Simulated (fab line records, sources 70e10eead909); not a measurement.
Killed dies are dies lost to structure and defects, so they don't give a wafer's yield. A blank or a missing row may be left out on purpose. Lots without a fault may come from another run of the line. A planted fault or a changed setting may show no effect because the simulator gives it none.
fab line records | flow nand_harc
record lots=15 wafers=45 last_day=24
route steps=1159 shown P_ZERO_WELL@17 P_GATE@145
lots that met no fault: from a run of the same line without faults
start_h: hours from the record's first day to the start of the lot's first wafer shown | wait_h: hours since the lot's step before | " the same as in the row above | L1.1+2: a row that stands for several wafers | - no value, or no start given | * or withheld: withheld | < > ~ a bound
route shown NAME@n: a module of which the file shows steps, and the number in the route of the first | usual: mean/standard deviation of fault-free wafers | same: alike in all rows | chamber/n: place in a boat | sites: the reading at each site | _std_site: their standard deviation | _edge_site: outer sites' mean less inner sites' | radius_mm: how far each site lies from the wafer's centre | mask NAME#n: copy n | behind: the tool/chamber that last shaped the wafer | hold: why the lot was held/for how many hours/how that ended | device: the transistor (n, p or np) that didn't switch | end of line: the same wafers' tests at the end of the route | a step without rows: its recipe alone | killed: dies lost to structure and defects at the first sort, not the wafer's yield | map: a wafer's dies, x killed, . not, _ none there
set.NAME: the setting as run; set.NAME@STEP: as run at that earlier step | model.NAME: the simulator's own value behind a step, which no gauge read
steps of the route over a sample of lots; a table a step, a row a wafer
services: from which hour (start_h, from the record's first day; less than 0 if before it) a tool's chamber was out of use, for how many hours, and why
## steps
# step NHARC_P_ZERO_WELL_ETCH_65
# recipe target_depth_a=800 overetch_a=240 time_s=87.88 ion_energy_ev=200 n2_flow_sccm=150 h2_flow_sccm=150 ar_flow_sccm=0 rf_w=400 bias_w=150 chemistry=N2/H2
# usual drypump_motor_current_A=5.7/0.41 oes_product_au=1.007/0.015 rf_vpp_V=430.8/2 showerhead_plenum_p_Torr=2.05/0.066 throttle_valve_pct=14.173/0.0097
# columns lot.wafer tool chamber start_h wait_h drypump_motor_current_A oes_product_au rf_hours_counter_h rf_vpp_V showerhead_plenum_p_Torr throttle_valve_pct
L669.2 rie_diel-05 0 13.38 0.1 5.7 1.021 1 429.1 2.03 14.174
L669.4 " 1 " " 5.3 1.034 1 430.8 2.05 14.152
L669.5 " 1 " " 5.3 1.035 - 430.8 2.05 14.166
L671.1 rie_diel-05 3 25.47 0.1 6.2 0.988 2 432.4 2.14 14.179
L671.2 " 1 " " 5.2 1.041 3 430.8 2.04 14.167
L671.5 " 0 " " 5.7 1.018 - 431.7 2.03 14.179
L673.3 rie_diel-02 3 37.51 0.1 5.6 1.026 5 431.1 2.07 14.156
L673.1 " 1 " " 6.0 0.991 4 429.6 2.06 14.168
L673.5 " 3 " " 5.6 1.026 - 430.7 2.07 14.166
L674.4 rie_diel-05 1 43.54 0.1 5.3 1.032 4 430.2 2.04 14.178
L674.5 " 2 " " 5.7 1.004 - 428.3 1.92 14.172
L674.6 " 3 " " 6.2 0.991 - 433.2 2.14 14.158
L676.2 rie_diel-05 2 55.48 0.1 5.7 1.018 4 426.8 1.92 14.168
L676.3 " 0 " " 5.7 1.005 4 430.7 2.03 14.190
L676.5 " 3 " " 6.2 0.987 - 433.5 2.14 14.159
L677.2 rie_diel-02 1 61.51 0.1 6.0 0.992 6 430.6 2.05 14.173
L677.3 " 2 " " 4.9 1.004 7 433.8 2.14 14.168
L677.5 " 3 " " 5.6 1.025 - 432.4 2.07 14.179
L678.2 rie_diel-05 2 67.47 0.1 5.7 1.018 4 428.2 1.92 14.169
L678.1 " 3 " " 6.2 0.992 4 432.5 2.14 14.168
L678.3 " 0 " " 5.7 1.018 4 430.2 2.03 14.176
L679.2 rie_diel-02 0 73.36 0.1 6.2 1.009 4 430.2 2.06 14.159
L679.1 " 2 " " 4.8 0.995 7 432.4 2.14 14.171
L679.3 " 3 " " 5.6 1.015 7 432.5 2.07 14.183
L680.2 rie_diel-05 1 79.37 0.1 5.2 1.021 6 430.1 2.04 14.145
L680.1 " 2 " " 5.7 1.013 6 427.3 1.92 14.189
L680.6 " 1 " " 5.2 1.023 - 429.5 2.04 14.165
L681.1 rie_diel-02 3 85.50 0.1 5.6 1.017 7 429.8 2.07 14.162
L681.3 " 0 " " 6.3 1.009 5 430.7 2.06 14.186
L681.6 " 0 " " 6.3 1.001 - 431.5 2.06 14.174
L687.3 rie_diel-05 0 121.36 0.1 5.7 1.006 9 430.6 2.02 14.168
L687.1 " 2 " " 5.7 1.011 9 428.0 1.92 14.171
L687.5 " 1 " " 5.3 1.036 - 430.6 2.04 14.174
L688.3 rie_diel-02 3 127.36 0.1 5.6 1.018 11 431.4 2.06 14.180
L688.6 " 3 " " 5.6 1.023 - 430.3 2.06 14.187
L688.5 " 0 " " 6.2 1.007 - 431.2 2.06 14.172
L689.3 rie_diel-05 3 133.51 0.1 6.2 1.002 9 432.5 2.14 14.174
L689.2 " 1 " " 5.2 1.034 10 429.0 2.04 14.163
L689.4 " 2 " " 5.7 1.017 9 428.5 1.92 14.174
L690.4 rie_diel-02 2 139.37 0.1 4.9 0.990 12 433.0 2.14 14.158
L690.2 " 0 " " 6.2 1.007 10 431.2 2.06 14.173
L690.5 " 3 " " 5.6 1.018 - 429.8 2.06 14.177
L691.1 rie_diel-02 3 145.51 0.1 5.6 1.016 12 431.9 2.06 14.192
L691.4 " 0 " " 6.3 0.998 10 431.4 2.06 14.182
L691.3 " 1 " " 6.0 0.990 12 431.6 2.05 14.175
# step NHARC_P_ZERO_WELL_DEVELOP_23
# recipe time_s=70
# usual chill_plate_temp_C=23.00/0.1 exhaust_pa=45.0/0.78
# columns lot.wafer tool chamber start_h wait_h chill_plate_temp_C exhaust_pa
L669.2 litho_track-03 0 14 - 22.93 44.2
L669.4 " 0 " " 22.98 45.1
L669.5 " 0 " " 23.03 43.9
L671.1 litho_track-03 0 26 - 22.96 44.8
L671.2 " 0 " " 22.89 46.1
L671.5 " 0 " " 22.94 46.6
L673.1 litho_track-07 0 38 - 23.04 45.6
L673.3 " 0 " " 23.10 44.1
L673.5 " 0 " " 23.15 46.3
L674.4 litho_track-02 0 44 - 23.08 45.9
L674.5 " 0 " " 23.01 45.1
L674.6 " 0 " " 23.00 45.4
L676.2 litho_track-02 0 56 - 23.04 45.2
L676.3 " 0 " " 22.86 44.1
L676.5 " 0 " " 23.07 45.2
L677.2 litho_track-02 0 62 - 22.93 44.7
L677.3 " 0 " " 23.04 43.6
L677.5 " 0 " " 22.98 45.8
L678.1 litho_track-03 0 68 - 23.07 44.8
L678.2 " 0 " " 22.91 44.2
L678.3 " 0 " " 22.85 45.5
L679.1 litho_track-03 - 74 - - -
L679.2 " - " " - -
L679.3 " - " " - -
L680.1 litho_track-02 - 80 - - -
L680.2 " - " " - -
L680.6 " - " " - -
L681.1 litho_track-07 - 86 - - -
L681.3 " - " " - -
L681.6 " - " " - -
L687.1 litho_track-03 0 122 - 23.01 46.2
L687.3 " 0 " " 22.96 45.1
L687.5 " 0 " " 23.22 45.4
L688.3 litho_track-02 0 128 - 23.00 45.1
L688.5 " 0 " " 22.85 45.9
L688.6 " 0 " " 22.86 45.8
L689.2 litho_track-02 0 134 - 22.98 45.3
L689.3 " 0 " " 22.98 44.6
L689.4 " 0 " " 22.96 43.8
L690.2 litho_track-02 0 140 - 22.97 44.5
L690.4 " 0 " " 23.00 44.7
L690.5 " 0 " " 22.97 45.6
L691.1 litho_track-02 0 146 - 23.03 43.3
L691.3 " 0 " " 23.10 43.9
L691.4 " 0 " " 23.15 45.2
# step NHARC_P_GATE_ETCH_104
# recipe target_depth_a=600 time_s=withheld cf4_flow_sccm=100 chf3_flow_sccm=30 ar_flow_sccm=0 rf_w=500 bias_w=200 chemistry=CF4/CHF3
# usual drypump_motor_current_A=5.7/0.37 oes_product_au=0.945/0.024 rf_vpp_V=370.0/2.5 showerhead_plenum_p_Torr=1.56/0.067 throttle_valve_pct=16.802/0.0093
# columns lot.wafer tool chamber start_h wait_h drypump_motor_current_A oes_product_au rf_vpp_V showerhead_plenum_p_Torr throttle_valve_pct
L669.4 rie_diel-12 0 88.63 0.1 5.3 0.963 371.9 1.63 16.814
L669.2 " 2 " " 5.7 0.974 369.6 1.54 16.797
L669.5 " 0 " " 5.4 0.974 372.0 1.63 16.804
L671.2 rie_diel-12 0 100.59 0.2 5.3 0.954 373.2 1.63 16.809
L671.1 " 3 " " 5.9 0.948 372.0 1.61 16.798
L671.5 " 0 " " 5.3 0.946 372.9 1.63 16.791
L673.1 rie_diel-12 1 112.65 0.1 5.5 0.912 368.0 1.51 16.803
L673.3 " 0 " " 5.3 0.928 373.3 1.63 16.786
L673.5 " 0 " " 5.3 0.930 372.6 1.63 16.804
L674.4 rie_diel-12 1 123.37 0.1 5.5 0.905 368.4 1.51 16.814
L674.5 " 0 " " 5.3 0.915 372.1 1.63 16.786
L674.6 " 1 " " 5.5 0.910 366.5 1.51 16.807
L678.1 rie_diel-12 0 133.81 0.1 5.3 0.932 372.1 1.63 16.816
L678.2 " 1 " " 5.5 0.909 366.8 1.51 16.798
L678.3 " 2 " " 5.8 0.928 370.4 1.54 16.792
L677.3 rie_diel-12 1 134.67 0.1 5.4 0.894 368.5 1.51 16.805
L677.2 " 0 " " 5.3 0.923 373.4 1.63 16.805
L677.5 " 2 " " 5.7 0.915 369.2 1.54 16.796
L676.2 rie_diel-13 0 134.80 0.3 5.3 0.987 366.3 1.47 16.821
L676.3 " 2 " " 5.4 0.966 373.2 1.66 16.803
L676.5 " 0 " " 5.2 0.986 365.9 1.47 16.815
L687.1 rie_diel-10 1 191.95 0.1 6.3 0.962 365.6 1.47 16.809
L687.3 " 2 " " 5.6 0.945 370.6 1.54 16.812
L687.5 " 1 " " 6.3 0.954 367.0 1.47 16.815
L688.3 rie_diel-13 0 198.63 0.1 5.2 0.981 366.5 1.46 16.807
L688.6 " 3 " " 4.9 0.959 367.0 1.49 16.799
L688.5 " 0 " " 5.2 0.974 365.8 1.46 16.809
L689.4 rie_diel-13 0 211.08 0.3 5.2 0.954 367.7 1.46 16.817
L689.2 " 1 " " 5.6 0.913 368.1 1.54 16.818
L689.3 " 3 " " 5.0 0.919 365.6 1.49 16.793
L690.2 rie_diel-10 3 217.24 0.1 6.0 0.939 373.2 1.62 16.786
L690.4 " 1 " " 6.3 0.935 365.8 1.46 16.787
L690.5 " 2 " " 5.5 0.929 367.6 1.53 16.812
L691.1 rie_diel-10 3 220.05 0.1 6.0 0.934 371.8 1.62 16.804
L691.3 " 1 " " 6.3 0.942 367.2 1.46 16.806
L691.4 " 2 " " 5.6 0.957 369.0 1.53 16.792
## services
# columns tool chamber start_h hours kind
rie_diel-02 1 -10.49 4.2 repair
litho_track-02 - -10.00 7.0 pm
rie_diel-10 - -0.50 9.0 pm
rie_diel-02 0 7.10 15.0 repair
rie_diel-12 2 12.08 24.6 repair
rie_diel-02 1 17.94 3.8 repair
rie_diel-12 - 25.40 9.0 pm
rie_diel-02 0 32.63 5.3 repair
litho_track-03 - 38.00 7.0 pm
rie_diel-02 - 63.44 2.2 repair
rie_diel-13 - 99.00 9.0 pm
rie_diel-12 3 111.95 6.8 repair
rie_diel-10 2 133.21 3.4 repair
rie_diel-10 1 135.60 11.1 repair
rie_diel-02 - 150.79 9.0 pm
rie_diel-05 - 163.60 9.0 pm
litho_track-02 - 165.00 7.0 pm
rie_diel-12 3 170.63 10.5 repair
rie_diel-10 - 176.50 9.0 pm
rie_diel-12 3 202.17 20.3 repair
rie_diel-12 - 202.40 9.0 pm
rie_diel-10 2 206.85 1.4 repair
litho_track-03 - 213.00 7.0 pm
rie_diel-13 3 214.06 10.1 repair
## key
first_sign step=NHARC_P_ZERO_WELL_DEVELOP_23 reading=tool_record direction=missing
effect none on later readings
met_at NHARC_P_ZERO_WELL_DEVELOP_23
struck_lots L679,L680,L681
later_rows_left_out L679.1,L679.2,L679.3,L680.1,L680.2,L680.6,L681.1,L681.3,L681.6
sort_left_out L679.1,L679.2,L679.3,L680.1,L680.2,L680.6,L681.1,L681.3,L681.6
tester_left_out L679,L680,L681
not_acting_at NHARC_P_ZERO_WELL_ETCH_65,NHARC_P_GATE_ETCH_104
onset_between 68 74
fault kind=skipped_step_whole tool=litho_track-02,litho_track-03,litho_track-07 chamber=- onset_h=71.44 steps=NHARC_P_ZERO_WELL_DEVELOP_23 scope=struck_lots_only
# tester_left_out: of these lots the tester's yield and bins aren't shown, on N5 and GAA mostly nor the transistor test; their killed dies are dies lost to structure and defects alone, not to doping, threshold or leakage, so they don't give the yield
# sort_left_out: the simulated sort isn't trusted on such a fault, so these wafers' sort isn't shown, and their yield isn't known
# later_rows_left_out: the simulator's readings of these wafers behind a module that went badly wrong aren't trusted and aren't shown, but for the sort
